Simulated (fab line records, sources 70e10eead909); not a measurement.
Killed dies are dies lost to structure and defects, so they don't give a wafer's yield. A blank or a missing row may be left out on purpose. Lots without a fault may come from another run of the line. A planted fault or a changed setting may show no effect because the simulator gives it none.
Tool commonality check | flow nand_harc | 13 lots, 39 wafers sampled

WHY IT WAS OPENED
At NHARC_P_STI_CD_MEAS_09 the reading cd_nm is flagged on 3 of 13 lots. Wafers without a fault read 200.0 nm, standard deviation 1.8.
Rule: a lot is flagged when every wafer of it that has a number lies more than 4 standard deviations from that mean, or none has a number. The other lots count as sound.

lot  | measured    | on        | cd_nm (nm), wafer by wafer | flag
L736 | day 2 07:40 | cd_sem-03 | 199.9 199.7 201.2          |
L737 | day 2 18:35 | cd_sem-03 | 200.3 197.2 197.7          |
L740 | day 3 12:13 | cd_sem-03 | 127.0 125.7 126.5          | FLAGGED
L742 | day 3 20:19 | cd_sem-03 | 127.6 125.9 126.0          | FLAGGED
L746 | day 4 22:50 | cd_sem-02 | 135.9 134.0 133.3          | FLAGGED
L748 | day 5 12:32 | cd_sem-02 | 199.6 201.3 199.2          |
L749 | day 5 19:34 | cd_sem-03 | 201.7 200.5 202.0          |
L754 | day 6 22:36 | cd_sem-02 | 200.9 197.8 200.6          |
L755 | day 7 04:50 | cd_sem-03 | 200.1 200.6 201.4          |
L756 | day 7 11:31 | cd_sem-01 | 199.9 202.4 200.1          |
L758 | day 7 19:36 | cd_sem-03 | 200.2 199.2 201.3          |
L757 | day 7 19:46 | cd_sem-03 | 198.9 197.0 198.6          |
L759 | day 8 04:48 | cd_sem-03 | 201.1 198.1 199.7          |
The numbers of the flagged lots are 129.1 nm on average: -70.9 nm against the usual, or -39 standard deviations.

WHICH TOOL RAN EACH LOT
The record holds 2 process steps before the reading, out of a route of 1159 steps. In each cell: the tool, then ch and the chambers that the sampled wafers went through, then the start.
lot  | flag    | NHARC_P_ZERO_WELL_ETCH_65         | NHARC_P_STI_PEB_07
L736 |         | rie_diel-02 ch 0,2,3, day 1 13:29 | litho_track-07 ch 0, day 2 07:35
L737 |         | rie_diel-01 ch 0,3, day 1 19:31   | litho_track-02 ch 0, day 2 18:30
L740 | FLAGGED | rie_diel-13 ch 0,2,3, day 2 13:37 | litho_track-02 ch 0, day 3 12:07
L742 | FLAGGED | rie_diel-13 ch 0,2,3, day 3 01:32 | litho_track-02 ch 0, day 3 20:14
L746 | FLAGGED | rie_diel-02 ch 0,1, day 4 01:23   | litho_track-02 ch 0, day 4 22:44
L748 |         | rie_diel-01 ch 0,2,3, day 4 13:31 | litho_track-07 ch 0, day 5 12:28
L749 |         | rie_diel-01 ch 0,2,3, day 4 19:22 | litho_track-05 ch 0, day 5 19:29
L754 |         | rie_diel-13 ch 1,2,3, day 6 01:28 | litho_track-07 ch 0, day 6 22:31
L755 |         | rie_diel-02 ch 1,2, day 6 07:29   | litho_track-07 ch 0, day 7 04:46
L756 |         | rie_diel-13 ch 2,3, day 6 13:47   | litho_track-07 ch 0, day 7 11:26
L758 |         | rie_diel-02 ch 2,3, day 7 01:32   | litho_track-07 ch 0, day 7 19:31
L757 |         | rie_diel-13 ch 0,2,3, day 6 19:29 | litho_track-02 ch 0, day 7 19:41
L759 |         | rie_diel-13 ch 0,1,2, day 7 07:30 | litho_track-05 ch 0, day 8 04:43
What these steps do:
- NHARC_P_ZERO_WELL_ETCH_65: etches the open film in N2/H2, target depth 80 nm, overetch 24 nm, time 87.88 s.
- NHARC_P_STI_PEB_07: peb time 80 s.
- NHARC_P_STI_CD_MEAS_09: target cd 200 nm.

FLAGGED OVER TOTAL, TOOL BY TOOL (the gauges that took the reading come last)
step                      | tool           | lots run | flagged | share of the flagged lots | sound lots run after its first flagged lot
NHARC_P_ZERO_WELL_ETCH_65 | rie_diel-01    | 3        | 0       | none                      | -
NHARC_P_ZERO_WELL_ETCH_65 | rie_diel-02    | 4        | 1       | some                      | 2 (L755,L758)
NHARC_P_ZERO_WELL_ETCH_65 | rie_diel-13    | 6        | 2       | some                      | 4 (L754,L756,L757,L759)
NHARC_P_STI_PEB_07        | litho_track-02 | 5        | 3       | all                       | 1 (L757)
NHARC_P_STI_PEB_07        | litho_track-05 | 2        | 0       | none                      | -
NHARC_P_STI_PEB_07        | litho_track-07 | 6        | 0       | none                      | -
NHARC_P_STI_CD_MEAS_09    | cd_sem-01      | 1        | 0       | none                      | -
NHARC_P_STI_CD_MEAS_09    | cd_sem-02      | 3        | 1       | some                      | 2 (L748,L754)
NHARC_P_STI_CD_MEAS_09    | cd_sem-03      | 9        | 2       | some                      | 5 (L749,L755,L758,L757,L759)

WHAT THE TABLE ALLOWS
1 row of the table ran every flagged lot: litho_track-02 at NHARC_P_STI_PEB_07.
- litho_track-02 at NHARC_P_STI_PEB_07: 3 of its 5 lots flagged. Sound lots ran on it after the first flagged one (L757), which a lasting fault on the whole tool wouldn't allow. Its own readings lie more than 4 standard deviations out on every wafer of the flagged lots: heater_power_total_W, plate_temp_C.
No row of the table ran every flagged lot and no sound lot after the first.

WHAT THE SIMULATOR HAD PUT IN
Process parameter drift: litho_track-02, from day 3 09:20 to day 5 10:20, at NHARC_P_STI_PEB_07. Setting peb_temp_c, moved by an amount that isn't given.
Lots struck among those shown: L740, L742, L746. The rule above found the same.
